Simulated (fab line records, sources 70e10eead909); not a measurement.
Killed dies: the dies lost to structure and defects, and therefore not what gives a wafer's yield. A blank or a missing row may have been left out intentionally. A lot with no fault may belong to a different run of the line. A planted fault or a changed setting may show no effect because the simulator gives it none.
fab line records	flow nand_harc	part 1 of 2: steps 1 to 24 of 32
record lots=5	wafers=15	last_day=33
route steps=1302 shown A_STAIRCASE@808
lots with no fault: from the same line, run without faults
start_h: hours from the record's opening day to when the first of the lot's shown wafers began	wait_h: time in hours since the lot's previous step	" repeats the value in the row above	L1.1+2: a single row standing in for several wafers	- either no value or no given start	* or withheld: withheld	< > ~ a bound
route shown NAME@n: a module of which the file shows steps, and the number in the route of the first	usual: average and standard deviation across the fault-free wafers	same: alike in all rows	chamber/n: place in a boat	sites: each site's reading	_std_site: standard deviation of those values	_edge_site: mean of outer sites minus mean of inner sites	radius_mm: for every site, how far away it sits from the centre of the wafer	mask NAME#n: copy n	behind: the most recent tool/chamber to have shaped the wafer	hold: reason for holding the lot/hours on hold/outcome of the hold	device: which transistor (n, p or np) failed to switch	end of line: the same wafers' tests at the end of the route	where a step has no rows: the recipe by itself	killed: count of dies lost to structure and defects at first sort (not the wafer's yield)	map: a wafer's dies, marking killed ones x, the rest . and places with no die _
set.NAME: the setting the step ran with; set.NAME@STEP: the setting that earlier step ran with	model.NAME: the simulator's own value behind a step, which no gauge read
a table for each step, a row for each wafer; lots at some steps of the route
services: a tool's chamber out of use, with start hour (start_h, from the record's first day; less than 0 if before it), hours out, and reason
## steps
# step NHARC_A_STAIRCASE_ETCH_292
# recipe cf4_flow_sccm=100	chf3_flow_sccm=30	ar_flow_sccm=0	rf_w=500	bias_w=200	chemistry=CF4/CHF3
# usual cf4_flow_sccm=100.03/0.3	drypump_motor_current_A=5.6/0.42	oes_product_au=0.943/0.021	rf_vpp_V=369.8/2.2	showerhead_plenum_p_Torr=1.55/0.061	throttle_valve_pct=16.804/0.0086
lot.wafer	tool	chamber	start_h	wait_h	cf4_flow_sccm	drypump_motor_current_A	oes_product_au	rf_hours_counter_h	rf_vpp_V	showerhead_plenum_p_Torr	throttle_valve_pct
L076.4	rie_diel-04	0	414.47	0.2	99.61	5.1	0.929	29	373.1	1.67	16.796
L076.1	"	2	"	"	100.26	6.2	0.902	28	369.7	1.52	16.810
L076.6	"	0	"	"	99.88	5.1	0.938	-	374.2	1.66	16.798
L078.1	rie_diel-04	3	439.46	0.1	100.12	5.4	0.930	35	371.5	1.60	16.804
L078.4	"	0	"	"	99.90	5.1	0.949	36	374.4	1.66	16.816
L078.5	"	2	"	"	99.44	6.1	0.917	-	369.0	1.52	16.808
L086.3	rie_diel-08	0	516.50	0.1	100.43	5.3	0.947	50	367.3	1.47	16.799
L086.1	"	1	"	"	100.02	5.8	0.947	50	371.1	1.57	16.794
L086.6	"	0	"	"	99.93	5.2	0.961	-	368.6	1.47	16.787
L091.1	rie_diel-04	1	561.95	0.1	99.96	5.5	0.943	7	370.4	1.53	16.800
L091.3	"	2	"	"	100.08	6.1	0.920	7	367.3	1.51	16.808
L091.4	"	3	"	"	99.95	5.4	0.927	8	370.5	1.59	16.808
L097.1	rie_diel-08	0	610.46	0.1	99.98	5.3	0.929	25	366.2	1.46	16.802
L097.3	"	3	"	"	99.52	5.8	0.919	15	370.5	1.53	16.807
L097.5	"	1	"	"	99.65	5.8	0.918	-	371.1	1.57	16.804
# step NHARC_A_STAIRCASE_HM_OPEN_460
# recipe o2_flow_sccm=400	cos_flow_sccm=20	ar_flow_sccm=0	rf_w=500	bias_w=300	chemistry=O2/COS
# usual cos_flow_sccm=19.99/0.061	drypump_motor_current_A=5.6/0.42	oes_product_au=1.006/0.011	rf_vpp_V=466.1/2.6	showerhead_plenum_p_Torr=3.07/0.12	throttle_valve_pct=28.328/0.0098
lot.wafer	tool	chamber	start_h	wait_h	cos_flow_sccm	drypump_motor_current_A	oes_product_au	rf_hours_counter_h	rf_vpp_V	showerhead_plenum_p_Torr	throttle_valve_pct
L076.4	rie_diel-04	2	-	-	20.01	6.1	0.971	28	464.5	3.02	28.332
L076.1	"	3	"	"	20.00	5.4	1.018	28	469.4	3.18	28.325
L076.6	"	1	"	"	20.04	5.5	1.008	-	465.9	3.05	28.329
L078.1	rie_diel-04	3	-	-	20.02	5.5	1.011	35	468.2	3.18	28.316
L078.4	"	1	"	"	20.00	5.5	1.013	35	465.4	3.05	28.320
L078.5	"	0	"	"	20.01	5.1	1.019	-	471.1	3.30	28.349
L086.1	rie_diel-08	1	-	-	19.98	5.8	1.003	50	467.2	3.12	28.310
L086.3	"	0	"	"	19.94	5.3	0.987	51	463.1	2.92	28.335
L086.6	"	2	"	"	20.04	5.9	0.998	-	466.3	3.04	28.337
L091.1	rie_diel-04	2	-	-	19.99	6.1	1.009	7	463.8	2.99	28.313
L091.4	"	3	"	"	20.06	5.4	1.006	8	468.1	3.16	28.325
L091.3	"	0	"	"	19.99	5.1	1.017	7	469.9	3.28	28.318
L097.3	rie_diel-08	1	-	-	19.98	5.8	1.006	25	467.2	3.11	28.357
L097.1	"	0	"	"	19.94	5.3	1.009	25	462.7	2.90	28.331
L097.5	"	1	"	"	20.03	5.8	0.995	-	467.1	3.11	28.320
# step NHARC_A_STAIRCASE_STRIP_461
# recipe o2_flow_sccm=400	cos_flow_sccm=20	ar_flow_sccm=0	bias_w=0	chemistry=O2/COS
lot.wafer	tool	chamber	start_h	wait_h
L076.4+1+6	rie_diel-04	3,2,3	-	-
L078.4+1+5	rie_diel-04	0,1,1	-	-
L086.3+1+6	rie_diel-08	3,1,3	-	-
L091.3+1+4	rie_diel-04	2,0,1	-	-
L097.1+3+5	rie_diel-08	1,2,3	-	-
# step NHARC_A_STAIRCASE_ETCH_452
# recipe target_depth_a=300	overetch_a=30	time_s=16.5	ion_energy_ev=100	cf4_flow_sccm=80	o2_flow_sccm=20	ar_flow_sccm=0	rf_w=300	bias_w=100	chemistry=CF4/O2
# usual cf4_flow_sccm=80.02/0.21	drypump_motor_current_A=5.6/0.43	oes_product_au=1.005/0.01	rf_vpp_V=197.2/1.4	showerhead_plenum_p_Torr=1.31/0.053	throttle_valve_pct=13.397/0.0091
lot.wafer	tool	chamber	start_h	wait_h	cf4_flow_sccm	drypump_motor_current_A	oes_product_au	rf_hours_counter_h	rf_vpp_V	showerhead_plenum_p_Torr	throttle_valve_pct
L076.1	rie_diel-04	1	-	-	80.11	5.5	0.998	29	197.2	1.30	13.405
L076.4	"	3	"	"	80.26	5.5	1.007	28	199.7	1.36	13.399
L076.6	"	1	"	"	80.08	5.5	1.000	-	198.2	1.30	13.392
L078.1	rie_diel-04	1	-	-	79.62	5.5	0.999	35	197.7	1.30	13.403
L078.4	"	2	"	"	80.00	6.0	0.983	34	195.8	1.29	13.397
L078.5	"	0	"	"	79.96	5.1	1.005	-	199.7	1.41	13.387
L086.1	rie_diel-08	0	-	-	80.19	5.2	1.017	51	195.6	1.25	13.412
L086.3	"	1	"	"	79.74	5.8	1.007	50	197.6	1.34	13.381
L086.6	"	1	"	"	79.85	5.8	1.011	-	199.5	1.34	13.376
L091.1	rie_diel-04	1	-	-	79.88	5.5	1.018	7	196.2	1.29	13.410
L091.3	"	2	"	"	79.89	6.1	1.007	7	195.7	1.28	13.387
L091.4	"	0	"	"	80.13	5.2	1.026	7	200.1	1.40	13.390
L097.1	rie_diel-08	1	-	-	80.11	5.8	0.990	25	197.0	1.33	13.398
L097.3	"	2	"	"	79.95	5.9	1.021	2	198.3	1.30	13.381
L097.5	"	3	"	"	80.05	5.8	0.995	-	195.7	1.30	13.395
# step NHARC_A_STAIRCASE_ETCH_294
# recipe target_depth_a=49890	time_s=1211.6	ion_energy_ev=800	c4f8_flow_sccm=80	o2_flow_sccm=60	ar_flow_sccm=withheld	rf_w=600	bias_w=3000	chemistry=C4F8/O2/Ar
# usual oes_product_au=0.937/0.01	rf_vpp_V=1822/10
lot.wafer	tool	chamber	start_h	wait_h	oes_product_au	rf_hours_counter_h	rf_vpp_V
L076.1	rie_diel-04	0	-	-	0.933	29	1839
L076.4	"	2	"	"	0.911	28	1817
L076.6	"	3	"	"	0.937	-	1830
L078.4	rie_diel-04	2	-	-	0.922	34	1818
L078.1	"	0	"	"	0.942	36	1842
L078.5	"	1	"	"	0.934	-	1822
L086.3	rie_diel-08	3	-	-	0.924	48	1821
L086.1	"	1	"	"	0.941	50	1829
L086.6	"	0	"	"	0.941	-	1810
L091.1	rie_diel-04	1	-	-	0.947	7	1818
L091.3	"	2	"	"	0.936	8	1817
L091.4	"	3	"	"	0.932	8	1830
L097.3	rie_diel-08	2	-	-	0.939	2	1820
L097.1	"	0	"	"	0.935	25	1809
L097.5	"	1	"	"	0.934	-	1826
# step NHARC_A_STAIRCASE_STRIP_295
# recipe o2_flow_sccm=500	ar_flow_sccm=0	bias_w=0	chemistry=O2
# usual drypump_motor_current_A=5.6/0.43	oes_product_au=1.004/0.011	rf_vpp_V=57.6/0.94	showerhead_plenum_p_Torr=3.46/0.13	throttle_valve_pct=17.036/0.0094
lot.wafer	tool	chamber	start_h	wait_h	drypump_motor_current_A	oes_product_au	rf_hours_counter_h	rf_vpp_V	showerhead_plenum_p_Torr	throttle_valve_pct
L076.1	rie_diel-04	0	-	-	5.1	1.012	30	58.5	3.73	17.059
L076.4	"	1	"	"	5.5	1.003	29	59.2	3.45	17.038
L076.6	"	0	"	"	5.1	1.010	-	58.3	3.73	17.038
L078.1	rie_diel-04	1	-	-	5.5	1.010	36	58.9	3.45	17.012
L078.4	"	2	"	"	6.1	0.983	35	57.6	3.41	17.047
L078.5	"	1	"	"	5.5	1.010	-	57.2	3.45	17.037
L086.1	rie_diel-08	1	-	-	5.8	0.999	51	58.1	3.53	17.038
L086.3	"	3	"	"	5.8	0.987	49	58.9	3.44	17.026
L086.6	"	0	"	"	5.3	1.000	-	55.7	3.30	17.030
L091.1	rie_diel-04	3	-	-	5.4	1.014	8	57.5	3.57	17.028
L091.4	"	0	"	"	5.1	1.007	8	58.8	3.70	17.043
L091.3	"	1	"	"	5.5	1.010	7	57.1	3.43	17.035
L097.3	rie_diel-08	0	-	-	5.3	1.021	25	56.9	3.28	17.045
L097.1	"	2	"	"	5.9	1.009	2	58.2	3.43	17.016
L097.5	"	0	"	"	5.3	1.007	-	56.8	3.28	17.026
# step NHARC_A_STAIRCASE_STRIP_296
# recipe time_s=900	temp_c=130	chemistry=SPM
lot.wafer	tool	chamber	start_h	wait_h
L076.1+6+4	wet_bench-02	6,7,0	416.34	-
L078.5+4+1	wet_bench-02	1,2,3	441.10	-
L086.3+6+1	wet_bench-03	1,2,4	518.20	-
L091.1+4+3	wet_bench-02	3,4,5	563.60	-
L097.5+1+3	wet_bench-03	2,3,6	612.10	-
# step NHARC_A_STAIRCASE_PRECLEAN_297
# recipe time_s=*	temp_c=50	bath_age_min=0	chemistry=SC1
# usual h2o2_flow_mL_min=56.61/0.19
lot.wafer	tool	chamber	start_h	wait_h	h2o2_flow_mL_min
L076.1	wet_bench-02	6	-	-	56.49
L076.6	"	7	"	"	56.65
L076.4	"	0	"	"	56.82
L078.5	wet_bench-02	1	-	-	56.45
L078.4	"	2	"	"	56.63
L078.1	"	3	"	"	56.43
L086.3	wet_bench-03	1	-	-	56.47
L086.6	"	2	"	"	56.64
L086.1	"	4	"	"	56.84
L091.1	wet_bench-02	3	-	-	56.50
L091.4	"	4	"	"	57.12
L091.3	"	5	"	"	56.86
L097.5	wet_bench-03	2	-	-	56.71
L097.1	"	3	"	"	56.71
L097.3	"	6	"	"	56.66
# step NHARC_A_STAIRCASE_SRD_298
lot.wafer	tool	chamber	start_h	wait_h
L076.1+6+4	wet_bench-02	6,7,0	-	-
L078.5+4+1	wet_bench-02	1,2,3	-	-
L086.3+6+1	wet_bench-03	1,2,4	-	-
L091.1+4+3	wet_bench-02	3,4,5	-	-
L097.5+1+3	wet_bench-03	2,3,6	-	-
# step NHARC_A_STAIRCASE_HM_DEP_462
# recipe target_thk_a=8000	temp_c=400	material=aC
# usual throttle_valve_pct=35.000/0.0094
lot.wafer	tool	chamber	start_h	wait_h	throttle_valve_pct
L076.1	acl_dep-03	0	416.85	0.1	34.984
L076.4	"	0	"	"	34.999
L076.6	"	0	"	"	34.992
L078.1	acl_dep-03	0	443.55	2.0	35.012
L078.4	"	0	"	"	34.995
L078.5	"	0	"	"	34.999
L086.1	acl_dep-03	0	523.37	4.7	35.012
L086.3	"	0	"	"	35.003
L086.6	"	0	"	"	34.988
L091.1	acl_dep-03	0	568.58	4.5	34.991
L091.3	"	0	"	"	35.014
L091.4	"	0	"	"	34.994
L097.1	acl_dep-03	0	612.63	0.1	35.006
L097.3	"	0	"	"	34.988
L097.5	"	0	"	"	35.004
# step NHARC_A_STAIRCASE_DEP_301
# recipe target_thk_a=300	target_thk_nm=30	temp_c=400	pressure_torr=3.5	flow_sccm=200	rf_w=350	material=SiON
# usual chamber_pressure_Torr=3.501/0.0072	heater_power_w=738/77
lot.wafer	tool	chamber	start_h	wait_h	chamber_pressure_Torr	heater_power_w
L076.1	pecvd-03	2	418.79	1.6	3.508	728
L076.6	"	0	"	"	3.485	837
L076.4	"	1	"	"	3.491	738
L078.1	pecvd-03	0	445.46	1.6	3.490	832
L078.4	"	2	"	"	3.504	670
L078.5	"	1	"	"	3.497	736
L086.1	pecvd-04	0	525.23	1.6	3.494	707
L086.3	"	2	"	"	3.507	877
L086.6	"	1	"	"	3.501	753
L091.1	pecvd-02	2	570.55	1.7	3.502	769
L091.3	"	0	"	"	3.493	797
L091.4	"	2	"	"	3.499	731
L097.3	pecvd-03	1	614.49	1.0	3.503	798
L097.1	"	2	"	"	3.518	652
L097.5	"	2	"	"	3.498	645
# step NHARC_A_STAIRCASE_DEHYDRATE_302
# recipe temp_c=150	time_s=120
lot.wafer	tool	chamber	start_h	wait_h
L076.1+4+6	litho_track-02	0	419.01	0.2
L078.1+4+5	litho_track-03	0	445.71	0.2
L086.1+3+6	litho_track-03	0	525.50	0.2
L091.1+3+4	litho_track-03	0	570.85	0.3
L097.1+3+5	litho_track-05	0	614.73	0.2
# step NHARC_A_STAIRCASE_HMDS_303
# recipe time_s=30
lot.wafer	tool	chamber	start_h	wait_h
L076.1+4+6	litho_track-02	0	-	-
L078.1+4+5	litho_track-03	0	-	-
L086.1+3+6	litho_track-03	0	-	-
L091.1+3+4	litho_track-03	0	-	-
L097.1+3+5	litho_track-05	0	-	-
# step NHARC_A_STAIRCASE_COAT_304
# recipe spin_rpm=1200
lot.wafer	tool	chamber	start_h	wait_h
L076.1+4+6	litho_track-02	0	-	-
L078.1+4+5	litho_track-03	0	-	-
L086.1+3+6	litho_track-03	0	-	-
L091.1+3+4	litho_track-03	0	-	-
L097.1+3+5	litho_track-05	0	-	-
# step NHARC_A_STAIRCASE_SOFTBAKE_305
# recipe temp_c=135	time_s=170
lot.wafer	tool	chamber	start_h	wait_h
L076.1+4+6	litho_track-02	0	-	-
L078.1+4+5	litho_track-03	0	-	-
L086.1+3+6	litho_track-03	0	-	-
L091.1+3+4	litho_track-03	0	-	-
L097.1+3+5	litho_track-05	0	-	-
# step NHARC_A_STAIRCASE_EBR_306
lot.wafer	tool	chamber	start_h	wait_h
L076.1+4+6	litho_track-02	0	-	-
L078.1+4+5	litho_track-03	0	-	-
L086.1+3+6	litho_track-03	0	-	-
L091.1+3+4	litho_track-03	0	-	-
L097.1+3+5	litho_track-05	0	-	-
# step NHARC_A_STAIRCASE_EXPOSE_307
# recipe na=0.5	dose_mj=45.72	mask_id=CHOP_50
lot.wafer	tool	chamber	start_h	wait_h	mask
L076.1+4+6	krf_scanner-03	0	419.21	-	CHOP_50#0
L078.1+4+5	krf_scanner-01	0	446.04	-	CHOP_50#0
L086.1+3+6	krf_scanner-01	0	525.70	-	CHOP_50#0
L091.1+3+4	krf_scanner-01	0	571.18	-	CHOP_50#0
L097.1+3+5	krf_scanner-04	0	615.07	-	CHOP_50#0
# step NHARC_A_STAIRCASE_PEB_308
# recipe peb_temp_c=115	peb_time_s=130
lot.wafer	tool	chamber	start_h	wait_h
L076.1+4+6	litho_track-05	0	419.28	0.1
L078.1+4+5	litho_track-02	0	446.10	0.1
L086.1+3+6	litho_track-02	0	525.77	0.1
L091.1+3+4	litho_track-02	0	571.24	0.1
L097.1+3+5	litho_track-03	0	615.13	0.1
# step NHARC_A_STAIRCASE_DEVELOP_309
# recipe time_s=140
lot.wafer	tool	chamber	start_h	wait_h
L076.1+4+6	litho_track-05	0	-	-
L078.1+4+5	litho_track-02	0	-	-
L086.1+3+6	litho_track-02	0	-	-
L091.1+3+4	litho_track-02	0	-	-
L097.1+3+5	litho_track-03	0	-	-
# step NHARC_A_STAIRCASE_HARDBAKE_311
# recipe temp_c=120	time_s=140
lot.wafer	tool	chamber	start_h	wait_h
L076.1+4+6	litho_track-02	0	419.49	-
L078.1+4+5	litho_track-03	0	446.32	-
L086.1+3+6	litho_track-02	0	525.99	-
L091.1+3+4	litho_track-03	0	571.46	-
L097.1+3+5	litho_track-02	0	615.35	-
# step NHARC_A_STAIRCASE_DESCUM_312
# recipe time_s=3	o2_flow_sccm=200	ar_flow_sccm=0	bias_power_w=0	chemistry=O2
# usual drypump_motor_current_A=5.6/0.44	oes_product_au=1.004/0.01	rf_vpp_V=57.6/0.81	showerhead_plenum_p_Torr=1.87/0.08	throttle_valve_pct=11.311/0.0081
lot.wafer	tool	chamber	start_h	wait_h	drypump_motor_current_A	oes_product_au	rf_hours_counter_h	rf_vpp_V	showerhead_plenum_p_Torr	throttle_valve_pct
L076.4	rie_diel-01	2	419.60	-	5.2	0.991	9	56.6	1.78	11.317
L076.1	"	0	"	"	4.9	1.014	9	57.9	1.82	11.308
L076.6	"	3	"	"	6.0	1.007	-	57.5	1.85	11.296
L078.4	rie_diel-04	3	446.41	-	5.5	1.009	37	56.7	1.95	11.309
L078.1	"	2	"	"	6.1	0.983	36	57.5	1.84	11.299
L078.5	"	3	"	"	5.5	1.003	-	58.8	1.95	11.304
L086.3	rie_diel-04	1	526.09	-	5.5	1.016	68	58.0	1.86	11.323
L086.1	"	2	"	"	6.1	0.986	66	58.0	1.83	11.308
L086.6	"	0	"	"	5.1	1.026	-	57.5	2.02	11.322
L091.1	rie_diel-04	2	571.98	-	6.1	1.009	10	57.9	1.83	11.300
L091.4	"	0	"	"	5.1	1.018	12	58.5	2.01	11.303
L091.3	"	1	"	"	5.5	1.018	11	57.3	1.85	11.324
L097.3	rie_diel-08	3	615.45	-	5.9	0.999	16	58.6	1.86	11.322
L097.1	"	0	"	"	5.3	0.997	25	56.5	1.77	11.303
L097.5	"	3	"	"	5.9	0.995	-	57.6	1.86	11.304
# step NHARC_A_STAIRCASE_ETCH_313
# recipe cf4_flow_sccm=100	chf3_flow_sccm=30	ar_flow_sccm=0	rf_w=500	bias_w=200	chemistry=CF4/CHF3
# usual cf4_flow_sccm=100.0/0.3	drypump_motor_current_A=5.5/0.44	oes_product_au=0.932/0.013	rf_vpp_V=369.4/2.3	showerhead_plenum_p_Torr=1.54/0.064	throttle_valve_pct=16.802/0.0091
lot.wafer	tool	chamber	start_h	wait_h	cf4_flow_sccm	drypump_motor_current_A	oes_product_au	rf_hours_counter_h	rf_vpp_V	showerhead_plenum_p_Torr	throttle_valve_pct
L076.4	rie_diel-01	1	419.69	0.1	100.4	6.4	0.942	10	368.5	1.52	16.822
L076.1	"	3	"	"	100.3	6.0	0.924	7	367.6	1.52	16.794
L076.6	"	1	"	"	100.3	6.4	0.937	-	368.1	1.52	16.813
L078.1	rie_diel-04	1	446.51	0.1	100.0	5.5	0.932	38	370.2	1.54	16.812
L078.4	"	3	"	"	100.3	5.5	0.931	37	371.2	1.60	16.791
L078.5	"	1	"	"	99.8	5.5	0.928	-	368.7	1.54	16.814
L086.3	rie_diel-04	0	526.17	0.1	99.9	5.1	0.949	69	373.7	1.65	16.801
L086.1	"	2	"	"	100.3	6.1	0.921	66	369.4	1.51	16.809
L086.6	"	0	"	"	99.8	5.1	0.944	-	372.1	1.65	16.801
L091.4	rie_diel-04	0	572.07	0.1	100.2	5.1	0.933	12	373.4	1.65	16.795
L091.1	"	1	"	"	99.8	5.5	0.947	11	368.8	1.53	16.799
L091.3	"	2	"	"	100.3	6.1	0.928	10	369.1	1.51	16.811
L097.3	rie_diel-08	2	615.53	0.1	100.1	5.9	0.939	3	369.5	1.53	16.809
L097.1	"	3	"	"	100.0	5.9	0.924	16	368.2	1.53	16.811
L097.5	"	3	"	"	100.2	5.8	0.925	-	368.2	1.53	16.804
# step NHARC_A_STAIRCASE_HM_OPEN_463
# recipe o2_flow_sccm=400	cos_flow_sccm=20	ar_flow_sccm=0	rf_w=500	bias_w=300	chemistry=O2/COS
# usual cos_flow_sccm=20.00/0.056	drypump_motor_current_A=5.6/0.45	oes_product_au=1.005/0.011	rf_vpp_V=465.7/2.8	showerhead_plenum_p_Torr=3.05/0.12	throttle_valve_pct=28.330/0.0093
lot.wafer	tool	chamber	start_h	wait_h	cos_flow_sccm	drypump_motor_current_A	oes_product_au	rf_hours_counter_h	rf_vpp_V	showerhead_plenum_p_Torr	throttle_valve_pct
L076.1	rie_diel-01	3	-	-	20.05	5.9	1.001	7	465.6	3.02	28.324
L076.4	"	2	"	"	20.04	5.2	0.995	9	463.6	2.92	28.336
L076.6	"	0	"	"	20.04	4.9	0.998	-	463.5	2.98	28.336
L078.4	rie_diel-04	3	-	-	19.94	5.5	0.993	37	469.2	3.18	28.324
L078.1	"	1	"	"	19.96	5.5	0.999	38	465.9	3.05	28.341
L078.5	"	3	"	"	20.02	5.5	1.006	-	468.0	3.18	28.330
L086.1	rie_diel-04	0	-	-	20.06	5.1	1.020	69	471.5	3.28	28.329
L086.3	"	2	"	"	20.07	6.1	0.989	67	463.9	3.00	28.338
L086.6	"	0	"	"	19.98	5.1	1.017	-	471.0	3.28	28.324
L091.1	rie_diel-04	1	-	-	20.04	5.5	1.026	11	465.0	3.03	28.331
L091.3	"	2	"	"	20.00	6.1	1.009	10	464.3	2.99	28.352
L091.4	"	0	"	"	19.97	5.1	1.015	12	471.3	3.28	28.324
L097.1	rie_diel-08	3	-	-	19.97	5.9	0.991	16	465.8	3.03	28.353
L097.3	"	0	"	"	19.91	5.3	1.008	25	463.5	2.90	28.342
L097.5	"	0	"	"	19.99	5.3	0.993	-	464.4	2.90	28.316
# step NHARC_A_STAIRCASE_STRIP_464
# recipe o2_flow_sccm=400	cos_flow_sccm=20	ar_flow_sccm=0	bias_w=0	chemistry=O2/COS
lot.wafer	tool	chamber	start_h	wait_h
L076.4+1+6	rie_diel-01	0,3,1	-	-
L078.4+1+5	rie_diel-04	3,1,2	-	-
L086.1+3+6	rie_diel-04	0,1,3	-	-
L091.4+1+3	rie_diel-04	3,0,2	-	-
L097.1+3+5	rie_diel-08	0,2,0	-	-
